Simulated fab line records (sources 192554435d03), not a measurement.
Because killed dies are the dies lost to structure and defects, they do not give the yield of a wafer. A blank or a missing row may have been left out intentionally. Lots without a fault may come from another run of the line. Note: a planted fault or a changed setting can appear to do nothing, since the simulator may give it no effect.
Lot-split experiment || flow n5_finfet || route with 1938 steps; 7 lots, 21 wafers read

THE SPLIT ITSELF
At N5_FIN_SAQP_PEB_14 (peb time 60 s), the setting peb_time_s was moved away from the recipe's 60 s on 7 of the 21 wafers read, by -14.5% to +20.7%. All remaining wafers had this setting at the recipe value.

THE PATH FROM SPLIT TO READING: the file shows 1 step between them
- N5_FIN_SAQP_DEVELOP_15: develop time 30 s

THE READING
cd_nm at N5_FIN_SAQP_CD_MEAS_16, given in nm (cd target 35.6 nm). A value of 35.6 nm with a standard deviation of 0.37 nm is what fault-free wafers of this fab line usually give.

{"wafer": "L074.1", "tool, chamber at the split": "litho_track-03, 0", "peb_time_s as run, s": 66.06, "against the recipe": "+10.1%", "cd_nm, nm": 32.3, "against lot-mates on the recipe": -2.5}
{"wafer": "L074.4", "tool, chamber at the split": "litho_track-03, 0", "peb_time_s as run, s": 66.06, "against the recipe": "+10.1%", "cd_nm, nm": 32.3, "against lot-mates on the recipe": -2.5}
{"wafer": "L074.5", "tool, chamber at the split": "litho_track-03, 0", "peb_time_s as run, s": 60, "against the recipe": "recipe", "cd_nm, nm": 34.8, "against lot-mates on the recipe": "-"}
{"wafer": "L077.2", "tool, chamber at the split": "litho_track-02, 0", "peb_time_s as run, s": 60, "against the recipe": "recipe", "cd_nm, nm": 35.6, "against lot-mates on the recipe": "-"}
{"wafer": "L077.3", "tool, chamber at the split": "litho_track-02, 0", "peb_time_s as run, s": 60, "against the recipe": "recipe", "cd_nm, nm": 35.1, "against lot-mates on the recipe": "-"}
{"wafer": "L077.4", "tool, chamber at the split": "litho_track-02, 0", "peb_time_s as run, s": 60, "against the recipe": "recipe", "cd_nm, nm": 35.6, "against lot-mates on the recipe": "-"}
{"wafer": "L084.1", "tool, chamber at the split": "litho_track-03, 0", "peb_time_s as run, s": 72.42, "against the recipe": "+20.7%", "cd_nm, nm": 31.8, "against lot-mates on the recipe": -3.6}
{"wafer": "L084.2", "tool, chamber at the split": "litho_track-03, 0", "peb_time_s as run, s": 60, "against the recipe": "recipe", "cd_nm, nm": 35.4, "against lot-mates on the recipe": "-"}
{"wafer": "L084.5", "tool, chamber at the split": "litho_track-03, 0", "peb_time_s as run, s": 72.42, "against the recipe": "+20.7%", "cd_nm, nm": 32.9, "against lot-mates on the recipe": -2.5}
{"wafer": "L085.1", "tool, chamber at the split": "litho_track-01, 0", "peb_time_s as run, s": 69.6, "against the recipe": "+16.0%", "cd_nm, nm": 34.3, "against lot-mates on the recipe": -2.0}
{"wafer": "L085.2", "tool, chamber at the split": "litho_track-01, 0", "peb_time_s as run, s": 60, "against the recipe": "recipe", "cd_nm, nm": 36.8, "against lot-mates on the recipe": "-"}
{"wafer": "L085.4", "tool, chamber at the split": "litho_track-01, 0", "peb_time_s as run, s": 60, "against the recipe": "recipe", "cd_nm, nm": 35.7, "against lot-mates on the recipe": "-"}
{"wafer": "L086.1", "tool, chamber at the split": "litho_track-01, 0", "peb_time_s as run, s": 60, "against the recipe": "recipe", "cd_nm, nm": 35.7, "against lot-mates on the recipe": "-"}
{"wafer": "L086.3", "tool, chamber at the split": "litho_track-01, 0", "peb_time_s as run, s": 60, "against the recipe": "recipe", "cd_nm, nm": 36.2, "against lot-mates on the recipe": "-"}
{"wafer": "L086.6", "tool, chamber at the split": "litho_track-01, 0", "peb_time_s as run, s": 60, "against the recipe": "recipe", "cd_nm, nm": 35.8, "against lot-mates on the recipe": "-"}
{"wafer": "L087.1", "tool, chamber at the split": "litho_track-03, 0", "peb_time_s as run, s": 51.32, "against the recipe": "-14.5%", "cd_nm, nm": 37.6, "against lot-mates on the recipe": "+2.3"}
{"wafer": "L087.2", "tool, chamber at the split": "litho_track-03, 0", "peb_time_s as run, s": 51.32, "against the recipe": "-14.5%", "cd_nm, nm": 36.9, "against lot-mates on the recipe": "+1.6"}
{"wafer": "L087.5", "tool, chamber at the split": "litho_track-03, 0", "peb_time_s as run, s": 60, "against the recipe": "recipe", "cd_nm, nm": 35.3, "against lot-mates on the recipe": "-"}
{"wafer": "L093.3", "tool, chamber at the split": "litho_track-01, 0", "peb_time_s as run, s": 60, "against the recipe": "recipe", "cd_nm, nm": 35.4, "against lot-mates on the recipe": "-"}
{"wafer": "L093.4", "tool, chamber at the split": "litho_track-01, 0", "peb_time_s as run, s": 60, "against the recipe": "recipe", "cd_nm, nm": 34.6, "against lot-mates on the recipe": "-"}
{"wafer": "L093.6", "tool, chamber at the split": "litho_track-01, 0", "peb_time_s as run, s": 60, "against the recipe": "recipe", "cd_nm, nm": 34.0, "against lot-mates on the recipe": "-"}

THE FIT
A straight line over all 21 wafers: cd_nm changes by -0.147 nm for each +1% of peb_time_s; r = -0.85; the points scatter about the line by 0.85 nm.
The same after taking each lot's own level away (the mean of its wafers on the recipe; 21 wafers): -0.15 nm for each +1%; r = -0.94; scatter 0.5 nm.
That fit puts the effect of the largest move of peb_time_s on the reading at 3.1 nm.
From 34.67 to 36.25 nm: that is the span of the lots' own levels, equal to 4.3 times the standard deviation above.
The two slopes agree, so the slope changes little with the lot-to-lot level.
Check: with one of the wafers moved furthest among these (+20.7%) left out of the fit, the line predicts -3.05 nm for it against its lot-mates. It came out at -3.6 nm against them.

THE FILE'S OWN FIT
cd_nm changes by -0.15 nm for each +1% of peb_time_s, r = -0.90.
